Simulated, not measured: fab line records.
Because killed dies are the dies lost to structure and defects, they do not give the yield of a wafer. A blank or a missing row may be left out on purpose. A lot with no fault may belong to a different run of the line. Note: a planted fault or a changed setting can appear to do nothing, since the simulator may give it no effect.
Chamber matching | flow nandHarc | rieDiel-08 running NHARC_A_CONTACT_ETCH_90: 4 sister chambers
The step etches the open film in CH3F/O2, target depth 40 nm, time 85.7 s. 16 wafers are shown with their chamber, then 8 later ones without.

## WAFERS, EACH WITH ITS CHAMBER
wafer  | chamber | showerheadPlenumPTorr (Torr) | rfVppV (V) | throttleValvePct (%)
L433.1 | 2       | 2.45                         | 244.4      | 20.674
L433.3 | 1       | 2.41                         | 243.3      | 20.647
L433.5 | 3       | 2.31                         | 242.0      | 20.674
L435.1 | 2       | 2.45                         | 245.0      | 20.668
L435.4 | 0       | 2.65                         | 246.6      | 20.654
L435.6 | 3       | 2.31                         | 242.5      | 20.665
L437.3 | 0       | 2.65                         | 246.0      | 20.683
L437.4 | 1       | 2.40                         | 244.6      | 20.657
L437.6 | 1       | 2.40                         | 243.3      | 20.659
L442.1 | 1       | 2.40                         | 244.3      | 20.658
L442.2 | 2       | 2.45                         | 244.8      | 20.673
L442.3 | 3       | 2.31                         | 242.3      | 20.660
L447.3 | 1       | 2.40                         | 242.5      | 20.683
L447.4 | 0       | 2.64                         | 248.3      | 20.667
L447.6 | 0       | 2.64                         | 246.5      | 20.672
L448.3 | 1       | 2.40                         | 243.1      | 20.667

SIGNATURES (averages over the wafers above)
reading               | chamber 0 | chamber 1 | chamber 2 | chamber 3 | scatter within a chamber
showerheadPlenumPTorr | 2.6450    | 2.4017    | 2.4500    | 2.3100    | 0.00391
rfVppV                | 246.850   | 243.517   | 244.733   | 242.267   | 0.731
throttleValvePct      | 20.66900  | 20.66183  | 20.67167  | 20.66633  | 0.0104
Rule: for a wafer and a chamber, the distance is found by dividing, reading by reading, the gap between the wafer's reading and the chamber's mean by the reading's scatter, squaring, summing and taking the root. The wafer belongs to the nearest chamber; if the next one is less than 2 further off, it can't be placed. The scatter is the square root of a quotient: the sum, over the shown wafers, of each reading's squared deviation from its chamber's mean, divided by wafers minus chambers.

## WAFERS WITH NO CHAMBER GIVEN
wafer  | showerheadPlenumPTorr (Torr) | rfVppV (V) | throttleValvePct (%)
L448.4 | 2.31                         | 243.0      | 20.658
L448.5 | 2.40                         | 245.8      | 20.653
L455.1 | 2.39                         | 244.5      | 20.654
L455.4 | 2.44                         | 243.9      | 20.665
L455.5 | 2.39                         | 243.4      | 20.666
L456.1 | 2.39                         | 241.6      | 20.663
L456.3 | 2.64                         | 248.3      | 20.677
L456.5 | 2.30                         | 241.4      | 20.664

## WHICH CHAMBER EACH ONE RAN IN
wafer  | from the rows above | in truth
L448.4 | 3                   | 3
L448.5 | 1                   | 1
L455.1 | 1                   | 1
L455.4 | 2                   | 2
L455.5 | 1                   | 1
L456.1 | 1                   | 1
L456.3 | 0                   | 0
L456.5 | 3                   | 3
Correct placement for 8 of the 8. Can't be placed from these rows: 0. Placed wrongly: 0.
